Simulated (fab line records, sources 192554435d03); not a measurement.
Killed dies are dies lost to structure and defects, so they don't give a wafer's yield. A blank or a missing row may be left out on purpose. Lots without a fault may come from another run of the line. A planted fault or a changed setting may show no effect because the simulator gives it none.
Split-lot experiment | flow n5_finfet | 7 lots, 21 wafers read, on a route of 1938 steps

THE SPLIT
At N5_BEOL_M5_EXPOSE_08 (exposes mask M5, target cd 28 nm), the setting dose_mj was moved away from the recipe's 35.75 on 9 of the 21 wafers read, by -6.4% to +7.1%. The other wafers ran this setting at the recipe's value.

FROM THE SPLIT TO THE READING: what the file shows between them, 22 steps
- N5_BEOL_M5_PEB_09: peb time 60 s
- N5_BEOL_M5_DEVELOP_10: develop time 30 s
- N5_BEOL_M5_CD_MEAS_11: target cd 27.74 nm
- N5_BEOL_M5_DESCUM_16: chemistry O2, time 7 s
- N5_BEOL_M5_ETCH_72: etches underlayer in N2/H2, target depth 6.5 nm, time 5.2 s
- N5_BEOL_M5_ETCH_61: etches SiARC in CF4, target depth 15.6 nm, time 26 s
- N5_BEOL_M5_STRIP_73: strips in N2/H2
- N5_BEOL_M5_STRIP_64: strips in CF4
- N5_BEOL_M5_HM_OPEN_17: chemistry Cl2/BCl3, target TiN, target depth 20 nm, overetch 6 nm
- N5_BEOL_M5_STRIP_19: strips in O2
- N5_BEOL_M5_CD_MEAS_18: pitch 56 nm, target cd 28 nm
- N5_BEOL_M5_COAT_65: time 60 s, resist thk 60 nm
- N5_BEOL_M5_COAT_66: time 60 s, resist thk 12 nm
- N5_BEOL_M5_DESCUM_33: chemistry O2, time 7 s
- N5_BEOL_M5_ETCH_75: etches underlayer in N2/H2, target depth 6.5 nm, time 5.2 s
- N5_BEOL_M5_ETCH_67: etches SiARC in CF4, target depth 15.6 nm, time 26 s
- N5_BEOL_M5_ETCH_68: etches SOC in N2/H2, target depth 80 nm, overetch 16 nm, time 120 s
- N5_BEOL_M5_TRENCH_ETCH_37: etches SiCOH lowk in C4F6/O2, target depth 71.652 nm, time 24.7 s (also split here: bias_w)
- N5_BEOL_M5_ETCH_41: etches SiCN in CH3F/O2, target depth 31.5 nm, time 56.7 s
- N5_BEOL_M5_STRIP_91: strips in N2/H2, time 10 s
- N5_BEOL_M5_PRECLEAN_42: cleans in residue remover, time 60 s
- N5_BEOL_M5_SRD_43: time 30 s

THE READING
cd_nm, in nm, at N5_BEOL_M5_CD_MEAS_35 (target cd 28 nm, target cd y 24 nm). Fault-free wafers of this fab line usually give 28.06 nm, standard deviation 0.3 nm.

wafer  | tool, chamber at the split | dose_mj as run | against the recipe | cd_nm, nm | against lot-mates on the recipe
L076.1 | euv_scanner-02, 0          | 38.29          | +7.1%              | 29.47     | +1.32
L076.3 | euv_scanner-02, 0          | 35.75          | recipe             | 28.48     | -
L076.6 | euv_scanner-02, 0          | 35.75          | recipe             | 27.82     | -
L077.1 | euv_scanner-02, 0          | 33.46          | -6.4%              | 26.55     | -1.74
L077.2 | euv_scanner-02, 0          | 33.46          | -6.4%              | 26.29     | -2.00
L077.6 | euv_scanner-02, 0          | 35.75          | recipe             | 28.29     | -
L081.1 | euv_scanner-02, 0          | 35.75          | recipe             | 28.53     | -
L081.2 | euv_scanner-02, 0          | 35.75          | recipe             | 28.27     | -
L081.3 | euv_scanner-02, 0          | 35.75          | recipe             | 28.10     | -
L084.2 | euv_scanner-02, 0          | 35.75          | recipe             | 28.35     | -
L084.4 | euv_scanner-02, 0          | 34.67          | -3.0%              | 27.45     | -0.90
L084.6 | euv_scanner-02, 0          | 34.67          | -3.0%              | 26.98     | -1.37
L085.1 | euv_scanner-02, 0          | 35.75          | recipe             | 28.13     | -
L085.2 | euv_scanner-02, 0          | 35.75          | recipe             | 27.97     | -
L085.5 | euv_scanner-02, 0          | 33.94          | -5.1%              | 26.60     | -1.45
L088.1 | euv_scanner-02, 0          | 35.75          | recipe             | 28.08     | -
L088.5 | euv_scanner-02, 0          | 33.46          | -6.4%              | 26.51     | -1.75
L088.6 | euv_scanner-02, 0          | 35.75          | recipe             | 28.44     | -
L094.1 | euv_scanner-01, 0          | 35.75          | recipe             | 28.04     | -
L094.3 | euv_scanner-01, 0          | 33.91          | -5.1%              | 26.94     | -1.10
L094.6 | euv_scanner-01, 0          | 33.91          | -5.1%              | 26.57     | -1.47

THE FIT
A straight line over all 21 wafers: cd_nm changes by +0.254 nm for each +1% of dose_mj; r = +0.96; the points scatter about the line by 0.25 nm.
The same after taking each lot's own level away (the mean of its wafers on the recipe; 21 wafers): +0.255 nm for each +1%; r = +0.96; scatter 0.24 nm.
On that fit, the largest move of dose_mj shifts the reading by 1.8 nm.
The lots' own levels span 28.040 to 28.350 nm, that is 1.0 times the standard deviation above.
So the lot-to-lot level changes the slope little: the two slopes agree.
Check: with one of the wafers moved furthest among these (+7.1%) left out of the fit, the line predicts +1.98 nm for it against its lot-mates. It came out at +1.32 nm against them.

OTHER SPLITS ON THESE WAFERS
These wafers also went through other splits before the reading. Each is held against what the fit with the lots' levels taken away leaves over:
other split on the same wafers   | wafers away from the commonest value | r with cd_nm (lot level and that fit taken away)
N5_BEOL_M5_TRENCH_ETCH_37 bias_w | 10                                   | -0.16

THE WHOLE CHAIN: every reading that the file lists as answering this split, in the file's order
step                      | what it does                                                        | reading                                                        | change (the file's fit)               | r (the file's)
N5_BEOL_M5_CD_MEAS_11     | target cd 27.74 nm                                                  | cd_nm                                                          | +0.227 nm for each +1% of the setting | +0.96
N5_BEOL_M5_DESCUM_16      | chemistry O2, time 7 s                                              | BEOL_M5.cd_nm (the simulator's own value, which no gauge read) | +0.245 nm for each +1% of the setting | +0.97
N5_BEOL_M5_HM_OPEN_17     | chemistry Cl2/BCl3, target TiN, target depth 20 nm, overetch 6 nm   | BEOL_M5.cd_nm (the simulator's own value, which no gauge read) | +0.247 nm for each +1% of the setting | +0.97
N5_BEOL_M5_CD_MEAS_18     | pitch 56 nm, target cd 28 nm                                        | cd_nm                                                          | +0.25 nm for each +1% of the setting  | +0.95
N5_BEOL_M5_ETCH_67        | etches SiARC in CF4, target depth 15.6 nm, time 26 s                | BEOL_M5.cd_nm (the simulator's own value, which no gauge read) | +0.221 nm for each +1% of the setting | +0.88
N5_BEOL_M5_ETCH_68        | etches SOC in N2/H2, target depth 80 nm, overetch 16 nm, time 120 s | BEOL_M5.cd_nm (the simulator's own value, which no gauge read) | +0.211 nm for each +1% of the setting | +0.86
N5_BEOL_M5_TRENCH_ETCH_37 | etches SiCOH lowk in C4F6/O2, target depth 71.652 nm, time 24.7 s   | BEOL_M5.cd_nm (the simulator's own value, which no gauge read) | +0.262 nm for each +1% of the setting | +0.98
N5_BEOL_M5_CD_MEAS_35     | target cd 28 nm, target cd y 24 nm                                  | cd_nm                                                          | +0.257 nm for each +1% of the setting | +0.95

THE FILE'S OWN FIT
cd_nm changes by +0.257 nm for each +1% of dose_mj, r = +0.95.
